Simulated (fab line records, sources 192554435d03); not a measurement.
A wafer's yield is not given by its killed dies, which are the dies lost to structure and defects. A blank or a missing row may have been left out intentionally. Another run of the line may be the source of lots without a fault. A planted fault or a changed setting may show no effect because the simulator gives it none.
A lot that was struck, set against a sound lot || flow n5_finfet || 36 steps out of a route of 1938
Sound: the wafers L323.1, L323.3, L323.5. Struck: wafer L328.3. (L328.1, L328.2 of the same lot were not struck and are left out.) The cause comes at the end.
Each step with rows lists, per side, the tool, then ch with its chambers, then its first start. Under that, the readings that differ: sound wafers || struck wafers || difference of the means || sigmas: that difference in standard deviations of wafers without a fault.
alike: words and numbers the same on both sides, and readings whose means are apart by under 2 such deviations; not compared: readings that were withheld, readings missing a value for some wafer, numbers with overlapping values and no deviation given by the record, and bounds like >300 which may hide the same value.
Wherever a step has rows on one side only, a row that says differs or no value, or a row with sigmas, the two part there. Numbers that have no deviation but don't overlap get no sigmas and don't part them. Lack of a reading on every wafer of one side parts them only where that side has two or more wafers.

first, 9 steps without rows for these wafers: N5_BEOL_M4_ANNEAL_95 (time 240 s); N5_BEOL_M4_SPUTTER_96 (material Cu, target thk 4.5 nm, time 8.29 s); N5_BEOL_M4_ECD_50 (material Cu, target thk 300 nm); N5_BEOL_M4_ANNEAL_51 (time 90 s); N5_BEOL_M4_CMP_52 (polishes, stops on SiOC, t overpolish 6.8 s, target thk 40 nm); N5_BEOL_M4_PRE_CLEAN_60 (time 15 s); N5_BEOL_M4_CO_CAP_55 (material Co, precursor CCTBA/H2, target thk 2 nm, time 102.1 s); N5_BEOL_M4_PRE_CLEAN_56 (time 15 s); N5_BEOL_M4_DEP_57 (deposits SiCN from 3MS/NH3, target thk 8 nm, time 14 s).
N5_BEOL_M4_RC_MEAS_101:
  sound on prober-02 ch 0, day 8 13:09; struck on prober-02 ch 0, day 9 12:39
{"reading": "ION_P (uA/um)", "sound": "448 456 454", "struck": 470, "difference": "+17", "sigmas": "+2"}
{"reading": "SS_N (mV/dec)", "sound": "71.7 72.5 72.4", "struck": 70.7, "difference": -1.5, "sigmas": -3}
  alike: DIBL_N, DIBL_P, IOFF_N, IOFF_P, ION_N, SS_P, VT_N, VT_P
then, 24 steps without rows for these wafers: N5_BEOL_M5_ILD_DEP_00 (deposits SiCOH lowk from DEMS/porogen, target thk 140.64 nm, time 25.9 s); N5_BEOL_M5_CURE_79 (cures SiCOH lowk, time 240 s); N5_BEOL_M5_PECVD_70 (deposits SiO2 from TEOS/O2, target thk 16 nm, time 18 s); N5_BEOL_M5_HM_DEP_02 (deposits TiN, target thk 20 nm); N5_BEOL_M5_COAT_59 (time 60 s, resist thk 60 nm); N5_BEOL_M5_COAT_60 (time 60 s, resist thk 12 nm); N5_BEOL_M5_COAT_71 (time 60 s, resist thk 5 nm); N5_BEOL_M5_COAT_05 (resist thk 30 nm); N5_BEOL_M5_EBR_07; N5_BEOL_M5_SOFTBAKE_06 (time 60 s); N5_BEOL_M5_EXPOSE_08 (exposes mask M5, target cd 28 nm); N5_BEOL_M5_PEB_09 (peb time 60 s); N5_BEOL_M5_DEVELOP_10 (develop time 30 s); N5_BEOL_M5_DESCUM_16 (chemistry O2, time 7 s); N5_BEOL_M5_ETCH_72 (etches underlayer in N2/H2, target depth 6.5 nm, time 5.2 s); N5_BEOL_M5_ETCH_61 (etches SiARC in CF4, target depth 15.6 nm, time 26 s); N5_BEOL_M5_ETCH_62 (etches SOC in N2/H2, target depth 75 nm, overetch 15 nm, time 112.5 s); N5_BEOL_M5_STRIP_63 (strips in N2/H2); N5_BEOL_M5_STRIP_73 (strips in N2/H2); N5_BEOL_M5_STRIP_64 (strips in CF4); N5_BEOL_M5_HM_OPEN_17 (chemistry Cl2/BCl3, target TiN, target depth 20 nm, overetch 6 nm); N5_BEOL_M5_STRIP_19 (strips in O2); N5_BEOL_M5_COAT_65 (time 60 s, resist thk 60 nm); N5_BEOL_M5_COAT_66 (time 60 s, resist thk 12 nm).
N5_BEOL_M8_VIA_ETCH_34: etches SiCOH lowk in C4F6/O2, target depth 125.5 nm, time 50.5 s.
  sound on rie_diel-02 ch 0,2, day 10 03:08; struck on rie_diel-02 ch 0, day 11 02:08
{"reading": "oes_product_au (a.u.)", "sound": "0.82 0.86 0.87", "struck": 0.59, "difference": -0.26, "sigmas": -4}
{"reading": "model.etch.depth_nm (nm)", "sound": "125.6 126 126.4", "struck": 68.94, "difference": -57.06, "sigmas": ""}
{"reading": "model.SOC_of_BEOL_M8_COAT_63.thk_nm (nm)", "sound": "53.8 53.8 53.8", "struck": 57, "difference": "+3", "sigmas": ""}
{"reading": "model.BEOL_M8.cd_nm (nm)", "sound": "39.6 39.8 39.8", "struck": 39.4, "difference": -0.3, "sigmas": ""}
  alike: bias_w, drypump_motor_current_A, oes_ar_750_au, rf_vpp_V, showerhead_plenum_p_Torr, throttle_valve_pct
  not compared: rf_hours_counter_h
-- record jumps: 3 days separate the struck wafers' starts on either side; left off in module BEOL_M8, taken up again in module PASSIVATION, whose first shown step is the route's number 1936 --
N5_PASSIVATION_PROBE_49:
  rows exist in the record for the struck wafers here (prober-01, day 14 05:19), but not for the sound ones

WHERE THEY PART
Earliest at N5_BEOL_M4_RC_MEAS_101; latest, in this record, at N5_PASSIVATION_PROBE_49.

WHY: what the simulator had put in
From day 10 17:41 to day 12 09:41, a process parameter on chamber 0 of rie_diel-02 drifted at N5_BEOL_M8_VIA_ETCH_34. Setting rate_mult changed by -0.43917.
